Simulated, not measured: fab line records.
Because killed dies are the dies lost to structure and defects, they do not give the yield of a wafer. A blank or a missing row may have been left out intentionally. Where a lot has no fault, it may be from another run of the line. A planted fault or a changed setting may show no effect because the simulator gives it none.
Struck lot and sound lot, side by side -- flow nandHarc -- 15 steps out of a route of 1302
Sound: the wafers L569.2, L569.3, L569.6. Struck: wafers L575.1, L575.2, L575.5. The cause is named last.
At each step with rows: each side's tool, then ch and its chambers, then its first start. Under that, the readings that differ: sound wafers -- struck wafers -- difference of the means -- sigmas: that difference in standard deviations of wafers without a fault.
alike: a reading whose means differ by less than 2 such deviations, as well as words and numbers matching on both sides. not compared: withheld readings; readings where some wafer has no value; bounds like >300 that might hide an equal value; numbers whose values overlap and for which the record gives no deviation.
A row with sigmas, a row that says differs or no value, or rows on one side alone: a step with any of these is where the two part. Non-overlapping numbers with no deviation appear without sigmas and do not part them. Lack of a reading on every wafer of one side parts them only where that side has two or more wafers.

first, 1 step without rows for these wafers: NHARC_A_ONON_D1_DEP_12 (target thk 1000 nm).
NHARC_A_ONON_D1_THK_MEAS_14: measures by ellipsometry.
  sound: filmMetro-01 at day 10 21:25; struck: filmMetro-02 at day 13 05:46
  alike: thkNm
then, 2 steps without rows for these wafers: NHARC_A_ONON_D1_ANNEAL_15 (time 3600 s); NHARC_A_ONON_D1_DEP_16 (target thk 1000 nm).
NHARC_A_ONON_D1_THK_MEAS_18: measures by ellipsometry.
  sound: filmMetro-01 at day 11 05:19; struck: filmMetro-02 at day 13 16:05
  alike: thkNm
following that, 1 step holds no rows for these wafers, namely NHARC_A_ONON_D1_DEP_19 (target thickness 1000 nm).
NHARC_A_ONON_D1_THK_MEAS_21: measures by ellipsometry.
  sound: filmMetro-01 at day 11 05:53; struck: filmMetro-02 at day 13 16:40
  alike: thkNm
following that, 1 step holds no rows for these wafers, namely NHARC_A_ONON_D1_DEP_22 (target thickness 1000 nm).
NHARC_A_ONON_D1_THK_MEAS_24: measures by ellipsometry.
  sound: filmMetro-01 at day 11 06:27; struck: filmMetro-01 at day 13 17:14
  alike: thkNm
following that, 1 step holds no rows for these wafers, namely NHARC_A_ONON_D1_DEP_25 (target thickness 1000 nm).
NHARC_A_ONON_D1_THK_MEAS_27: measures by ellipsometry.
  sound: filmMetro-01 at day 11 07:01; struck: filmMetro-01 at day 13 17:47
  alike: thkNm
NHARC_A_ONON_D1_DEP_28: target thk 1000 nm.
  sound on pecvdOnon-02 ch 0, day 11 07:08; struck on pecvdOnon-02 ch 0, day 13 17:51
  alike: susceptorTempC
NHARC_A_ONON_D1_THK_MEAS_30: measures by ellipsometry.
  sound: filmMetro-02 at day 11 07:35; struck: filmMetro-01 at day 13 18:22
reading,sound,struck,difference,sigmas
thkNm (nm),989 990 988,1782 1782 1782,+793,+66
NHARC_A_ONON_D1_DEP_33: deposits SiO2, target thk 200 nm.
  sound on pecvd-03 ch 0,1,2, day 11 07:38; struck on pecvd-01 ch 0,1,2, day 13 18:25
  alike: flowSccm, heaterPowerW, susceptorTempC, throttleValvePct
-- break in the record here, with 16 days between the starts of the struck wafers on either side (left off in module A_ONON_D1, picked up again in module END, where the first step shown is number 1302 on the route) --
NHARC_END_SORT_01:
  at this point the record logs the struck wafers (prober-01 ch 0, day 29 20:31) and has no rows for the sound ones

## WHERE THEY PART
At NHARC_A_ONON_D1_THK_MEAS_30 first; at NHARC_END_SORT_01 last (within this record only).

WHY: what had been put in by the simulator
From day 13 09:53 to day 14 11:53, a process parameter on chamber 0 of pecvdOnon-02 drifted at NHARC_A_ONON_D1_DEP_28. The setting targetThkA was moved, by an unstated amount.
